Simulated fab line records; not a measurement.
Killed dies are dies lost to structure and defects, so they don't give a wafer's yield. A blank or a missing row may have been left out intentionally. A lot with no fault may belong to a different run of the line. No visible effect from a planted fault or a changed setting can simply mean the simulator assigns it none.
fab line records -- flow n5_finfet -- part 2 of 2: steps 16 to 16 of 16
record: lots: 7, wafers: 21, last_day: 17
route steps=1938 shown SDB@353 BEOL_M4@1111 PASSIVATION@1936
lots with no fault: from the same line, run without faults
start_h: start of the lot's first displayed wafer, in hours after the record's first day -- wait_h: how many hours have passed since the lot's step before this one -- " as in the row above -- L1.1+2: a single row standing in for several wafers -- - no value, or no start was given -- * or withheld: withheld -- < > ~ a bound
route shown NAME@n: NAME is a module with steps in the file, n the number in the route of the first one -- usual: the fault-free wafers' mean and standard deviation -- same: alike in all rows -- chamber/n: place in a boat -- sites: the reading at each site -- _std_site: the values' standard deviation -- _edge_site: inner sites' mean taken away from outer sites' mean -- radius_mm: how far each site lies from the wafer's centre -- mask NAME#n: copy n -- behind: the most recent tool/chamber to have shaped the wafer -- hold: what put the lot on hold/how long, in hours/how the hold closed -- device: whichever transistor did not switch (one of n, p or np) -- end of line: tests of these same wafers at the route's end -- where a step has no rows: the recipe by itself -- killed: not the wafer's yield, but the dies lost to structure and defects at the first sort -- map: per-die view of a wafer (x killed, . not killed, _ where there is no die)
set.NAME: setting as actually run; set.NAME@STEP: the setting as run at that earlier step -- model.NAME: the simulator's own value behind a step, which no gauge read
lots at selected steps of the route; one table per step, one row per wafer
services: a tool's chamber out of use, with start hour (start_h, from the record's first day; less than 0 if before it), hours out, and reason
== steps ==
step: N5_PASSIVATION_PROBE_49
usual: defect_limited_yield: 91.0/1.5, killed_at_M0_to_M3: 34/11, killed_at_M4_up: 14/5.3, killed_at_contacts: 13/7, killed_at_front_end: 41/13, killed_at_other: 4/3.1, killed_dies: 106/17, killed_open: 70/12, killed_short: 35/8, sort_bin_4_leakage: 0.00/0.007, sort_bin_5_function: 5.2/0.98, sort_bin_6_memory: 3.4/0.69, sort_bin_8_speed: 0.00/0.007, sort_n_pass: 1074/17, sort_yield_pct: 91.0/1.5
same: gross_dies: 1180, killed_at_back_side: 0
lot.wafer,tool,chamber,start_h,wait_h,defect_limited_yield[%],killed_at_M0_to_M3,killed_at_M4_up,killed_at_contacts,killed_at_front_end,killed_at_other,killed_dies,killed_open,killed_short,sort_bin_4_leakage[%],sort_bin_5_function[%],sort_bin_6_memory[%],sort_bin_8_speed[%],sort_n_pass,sort_yield_pct[%]
L515.2,prober-02,-,258.43,0.1,90.9,16,16,19,49,7,107,68,37,0.08,5.5,3.2,0,1072,90.8
L515.3,prober-02,-,258.48,0.1,92.8,28,8,7,35,7,85,56,28,0,4.2,2.5,0,1095,92.8
L515.5,prober-02,-,258.58,0.2,90.9,30,11,16,49,1,107,74,33,0,5.7,3.1,0,1073,90.9
L524.1,prober-01,-,302.51,0.0,91.4,42,12,6,40,2,102,63,38,0,4.8,3.6,0,1078,91.4
L524.3,prober-01,-,302.61,0.1,91.9,41,6,11,34,4,96,56,39,0,4.7,3.4,0,1084,91.9
L524.5,prober-01,-,302.71,0.2,93.2,29,23,10,18,0,80,53,26,0,3.9,2.4,0,1100,93.2
L526.1,prober-02,-,339.59,0.0,91.4,15,13,15,55,4,102,58,39,0,4.8,3.1,0,1078,91.4
L526.4,prober-02,-,339.74,0.2,90.6,19,10,10,62,10,111,77,33,0,5.9,3.3,0,1069,90.6
L526.5,prober-02,-,339.79,0.2,91.4,26,5,15,52,3,101,63,37,0,5.4,2.5,0,1079,91.4
L530.2,prober-01,-,353.11,0.1,92.8,23,20,11,26,5,85,61,22,0,4.0,3.1,0,1095,92.8
L530.5,prober-01,-,353.26,0.2,91.4,28,27,10,36,1,102,74,26,0,4.4,4.1,0,1078,91.4
L530.6,prober-01,-,353.31,0.3,93.2,26,16,6,32,0,80,57,22,0,4.9,1.6,0,1100,93.2
L527.1,prober-02,-,356.50,0.0,90.0,28,19,9,61,1,118,82,36,0,5.7,4.1,0,1062,90.0
L527.2,prober-02,-,356.55,0.1,91.8,25,16,10,42,4,97,66,29,0,5.2,2.9,0,1083,91.8
L527.5,prober-02,-,356.70,0.2,91.9,36,13,16,29,1,95,65,30,0,5.3,2.6,0,1085,91.9
L535.1,prober-01,-,397.95,0.0,91.4,41,10,8,40,2,101,65,35,0,5.6,2.7,0,1079,91.4
L535.4,prober-01,-,398.10,0.2,89.2,55,17,10,46,0,128,87,41,0,6.7,3.7,0.08,1051,89.1
L535.5,prober-01,-,398.15,0.2,92.6,31,6,3,47,0,87,64,23,0,3.9,3.4,0,1093,92.6
L538.1,prober-02,-,409.81,0.0,93.4,22,9,11,34,2,78,56,22,0,4.2,2.2,0,1102,93.4
L538.3,prober-02,-,409.91,0.1,90.8,52,12,4,39,1,108,72,35,0,5.0,3.8,0,1072,90.8
L538.6,prober-02,-,410.06,0.3,91.6,29,17,10,42,1,99,69,30,0,4.2,4.0,0,1081,91.6
killed by level:class
L515.2 MOL_CONTACT_COAG:geometric_particle:open=16 FIN_SAQP:geometric_particle:open=11 DUMMY_GATE:geometric_particle:open=11 BEOL_M4:geometric_particle:open=9 FIN_SAQP:geometric_particle:short=7 BEOL_M0_SAQP:geometric_particle:short=6 ILD0:geometric_particle:open=4 GATE_CUT:geometric_particle:open=4
L515.3 FIN_SAQP:geometric_particle:short=8 BEOL_M3:geometric_particle:open=8 DUMMY_GATE:geometric_particle:open=7 BEOL_M0_SAQP:geometric_particle:open=6 BEOL_M2:geometric_particle:open=6 BEOL_M4:geometric_particle:open=6 FIN_SAQP:geometric_particle:open=5 MOL_CONTACT_COAG:geometric_particle:open=5
L515.5 MOL_CONTACT_COAG:geometric_particle:open=14 DUMMY_GATE:geometric_particle:open=12 FIN_SAQP:geometric_particle:open=10 BEOL_M0_SAQP:geometric_particle:short=7 BEOL_M2:geometric_particle:open=7 FIN_SAQP:geometric_particle:short=5 STI_FIN_REVEAL:geometric_particle:open=5 BEOL_M0_SAQP:geometric_particle:open=5
L524.1 STI_FIN_REVEAL:geometric_particle:open=11 BEOL_M0_SAQP:geometric_particle:open=10 BEOL_M0_SAQP:geometric_particle:short=8 FIN_SAQP:geometric_particle:open=7 BEOL_M1:geometric_particle:open=7 MOL_CONTACT_COAG:geometric_particle:open=5 BEOL_M2:geometric_particle:open=5 STI_FIN_REVEAL:geometric_particle:short=4
L524.3 BEOL_M0_SAQP:geometric_particle:open=11 BEOL_M0_SAQP:geometric_particle:short=10 FIN_SAQP:geometric_particle:short=9 MOL_CONTACT_COAG:geometric_particle:open=7 BEOL_M1:geometric_particle:open=7 STI_FIN_REVEAL:geometric_particle:open=5 MOL_CONTACT_COAG:geometric_particle:short=4 BEOL_M0:geometric_particle:open=4
L524.5 BEOL_M4:geometric_particle:open=15 BEOL_M0_SAQP:geometric_particle:short=8 BEOL_M1:geometric_particle:open=8 MOL_CONTACT_COAG:geometric_particle:open=7 BEOL_M3:geometric_particle:open=4 GATE_CUT:geometric_particle:short=3 MOL_CONTACT_COAG:geometric_particle:short=3 BEOL_M2:geometric_particle:open=3
L526.1 STI_FIN_REVEAL:geometric_particle:open=22 FIN_SAQP:geometric_particle:short=12 MOL_CONTACT_COAG:geometric_particle:open=11 STI_FIN_REVEAL:geometric_particle:short=7 BEOL_M0_SAQP:geometric_particle:short=6 FIN_SAQP:geometric_particle:open=5 MOL_CONTACT_COAG:geometric_particle:short=4 BEOL_M4:geometric_particle:open=4
L526.4 STI_FIN_REVEAL:geometric_particle:open=22 FIN_SAQP:geometric_particle:short=11 FIN_SAQP:geometric_particle:open=8 MOL_CONTACT_COAG:geometric_particle:open=7 BEOL_M0_SAQP:geometric_particle:short=6 GATE_CUT:geometric_particle:open=5 BEOL_M4:geometric_particle:open=5 MIM_TOP:geometric_particle:short=4
L526.5 STI_FIN_REVEAL:geometric_particle:open=15 FIN_SAQP:geometric_particle:open=12 MOL_CONTACT_COAG:geometric_particle:open=10 FIN_SAQP:geometric_particle:short=8 BEOL_M0_SAQP:geometric_particle:open=6 MOL_CONTACT_COAG:geometric_particle:short=5 BEOL_M0_SAQP:geometric_particle:short=5 BEOL_M0:geometric_particle:short=4
L530.2 BEOL_M4:geometric_particle:open=12 MOL_CONTACT_COAG:geometric_particle:open=10 BEOL_M2:geometric_particle:open=9 STI_FIN_REVEAL:geometric_particle:open=6 DUMMY_GATE:geometric_particle:open=5 BEOL_M1:geometric_particle:open=4 BEOL_M3:geometric_particle:open=3 BEOL_M7:geometric_particle:open=3
L530.5 STI_FIN_REVEAL:geometric_particle:open=15 BEOL_M4:geometric_particle:open=15 MOL_CONTACT_COAG:geometric_particle:open=8 BEOL_M1:geometric_particle:open=7 BEOL_M2:geometric_particle:open=7 BEOL_M0_SAQP:geometric_particle:short=6 DUMMY_GATE:geometric_particle:open=5 STARTING-WAFER:geometric_particle:short=3
L530.6 BEOL_M2:geometric_particle:open=12 BEOL_M4:geometric_particle:open=8 STI_FIN_REVEAL:geometric_particle:open=7 MOL_CONTACT_COAG:geometric_particle:open=6 BEOL_M1:geometric_particle:open=5 FIN_SAQP:geometric_particle:open=4 BEOL_M4:geometric_particle:short=4 STARTING-WAFER:geometric_particle:open=4
L527.1 STI_FIN_REVEAL:geometric_particle:open=27 BEOL_M0_SAQP:geometric_particle:short=9 DUMMY_GATE:geometric_particle:open=7 MOL_CONTACT_COAG:geometric_particle:open=7 FIN_SAQP:geometric_particle:short=6 BEOL_M4:geometric_particle:open=6 BEOL_M0_SAQP:geometric_particle:open=6 BEOL_M3:geometric_particle:open=6
L527.2 STI_FIN_REVEAL:geometric_particle:open=13 MOL_CONTACT_COAG:geometric_particle:open=7 BEOL_M0_SAQP:geometric_particle:short=7 BEOL_M4:geometric_particle:open=6 DUMMY_GATE:geometric_particle:open=5 DUMMY_GATE:geometric_particle:short=5 BEOL_M3:geometric_particle:open=5 BEOL_M0_SAQP:geometric_particle:open=4
L527.5 MOL_CONTACT_COAG:geometric_particle:open=14 BEOL_M0_SAQP:geometric_particle:short=9 BEOL_M0_SAQP:geometric_particle:open=9 GATE_CUT:geometric_particle:short=8 BEOL_M2:geometric_particle:open=6 BEOL_M4:geometric_particle:open=6 BEOL_M3:geometric_particle:open=5 STARTING-WAFER:geometric_particle:open=5
L535.1 FIN_SAQP:geometric_particle:open=13 FIN_SAQP:geometric_particle:short=11 BEOL_M2:geometric_particle:open=9 BEOL_M1:geometric_particle:open=8 MOL_CONTACT_COAG:geometric_particle:open=7 BEOL_M0_SAQP:geometric_particle:short=6 BEOL_M3:geometric_particle:open=6 BEOL_M0_SAQP:geometric_particle:open=5
L535.4 BEOL_M0_SAQP:geometric_particle:open=17 BEOL_M0_SAQP:geometric_particle:short=11 FIN_SAQP:geometric_particle:short=10 MOL_CONTACT_COAG:geometric_particle:open=10 FIN_SAQP:geometric_particle:open=9 BEOL_M2:geometric_particle:open=9 BEOL_M4:geometric_particle:open=8 STI_FIN_REVEAL:geometric_particle:open=8
L535.5 STI_FIN_REVEAL:geometric_particle:open=14 BEOL_M0_SAQP:geometric_particle:open=11 FIN_SAQP:geometric_particle:open=7 BEOL_M2:geometric_particle:open=6 FIN_SAQP:geometric_particle:short=5 BEOL_M0_SAQP:geometric_particle:short=5 BEOL_M1:geometric_particle:open=4 FIN_CUT:geometric_particle:short=3
L538.1 STI_FIN_REVEAL:geometric_particle:open=10 MOL_CONTACT_COAG:geometric_particle:open=9 BEOL_M2:geometric_particle:open=8 BEOL_M3:geometric_particle:open=8 FIN_SAQP:geometric_particle:short=7 FIN_SAQP:geometric_particle:open=6 BEOL_M4:geometric_particle:open=5 BEOL_M2:geometric_particle:short=3
L538.3 BEOL_M1:geometric_particle:open=13 BEOL_M3:geometric_particle:open=10 BEOL_M0_SAQP:geometric_particle:open=9 STI_FIN_REVEAL:geometric_particle:open=7 BEOL_M0_SAQP:geometric_particle:short=7 STARTING-WAFER:geometric_particle:open=6 FIN_SAQP:geometric_particle:open=5 FIN_SAQP:geometric_particle:short=4
L538.6 FIN_SAQP:geometric_particle:open=12 BEOL_M0_SAQP:geometric_particle:open=12 BEOL_M4:geometric_particle:open=12 FIN_SAQP:geometric_particle:short=10 MOL_CONTACT_COAG:geometric_particle:open=9 BEOL_M3:geometric_particle:open=6 BEOL_M0_SAQP:geometric_particle:short=5 STI_FIN_REVEAL:geometric_particle:open=4
== services ==
tool,chamber,start_h,hours,kind
rie_diel-06,1,44.87,4.8,repair
rie_diel-01,3,59.97,1.7,repair
rie_diel-01,3,61.78,-,clean
rie_diel-01,3,61.78,-,consumable_replace:focus_ring
rie_diel-01,3,61.78,14.4,scheduled_down
rie_diel-01,3,61.78,14.4,vent_cycle
plasma_asher-01,-,80.62,13.4,repair
rie_diel-06,1,109.69,-,clean
rie_diel-06,1,109.69,-,consumable_replace:focus_ring
rie_diel-06,1,109.69,20.6,scheduled_down
rie_diel-06,1,109.69,20.6,vent_cycle
rie_diel-01,3,130.35,4.5,repair
rie_diel-01,2,147.45,-,clean
rie_diel-01,2,147.45,-,consumable_replace:focus_ring
rie_diel-01,2,147.45,14.8,scheduled_down
rie_diel-01,2,147.45,14.8,vent_cycle
rie_diel-01,-,148.96,0.1,repair
